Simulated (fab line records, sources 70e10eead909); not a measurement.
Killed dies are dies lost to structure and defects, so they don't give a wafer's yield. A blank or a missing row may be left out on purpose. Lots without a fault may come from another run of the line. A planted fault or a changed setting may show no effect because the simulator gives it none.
Chamber matching | flow nand_harc | NHARC_A_CHANNEL_FILL_D2_ALD_16 on ald_hk-02: 4 sister chambers
The step deposits SiO2, target thk 1.5 nm, pulse time 10 s, ald cycles 15. 4 wafers are shown with their chamber, then 9 later ones without.

WAFERS WITH THEIR CHAMBER
wafer  | chamber | heater_power_w (W)
L084.5 | 2       | 454
L084.6 | 3       | 415
L086.5 | 0       | 505
L086.6 | 1       | 518

WAFERS WITHOUT THEIR CHAMBER
wafer  | heater_power_w (W)
L089.1 | 424
L089.4 | 514
L089.5 | 507
L093.1 | 422
L093.5 | 503
L093.6 | 423
L097.2 | 508
L097.3 | 486
L097.6 | 416

WHICH CHAMBER EACH WENT THROUGH
wafer  | from the rows above          | in truth
L089.1 | 3                            | 3
L089.4 | can't be placed: 1 or 0      | 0
L089.5 | can't be placed: 0 or 1      | 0
L093.1 | 3                            | 3
L093.5 | can't be placed: 0 or 1      | 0
L093.6 | 3                            | 3
L097.2 | can't be placed: 0 or 1      | 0
L097.3 | can't be placed: 0 or 1 or 2 | 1
L097.6 | 3                            | 3
Placed correctly: 4 of 9. Can't be placed from these rows: 5 (the true chamber is among the candidates in 5). Placed wrongly: 0.
How it was worked out, from the rows above alone: a wafer's distance from a chamber is the root of the sum, over the readings, of the square of ((its reading less the chamber's mean) divided by the reading's scatter). The wafer belongs to the nearest chamber; if the next one is less than 2 further off, it can't be placed. A chamber's mean is the mean of its shown wafers. The scatter: with one shown wafer a chamber, the root of the mean of the squares of how far each hidden wafer lies from its nearest shown one.
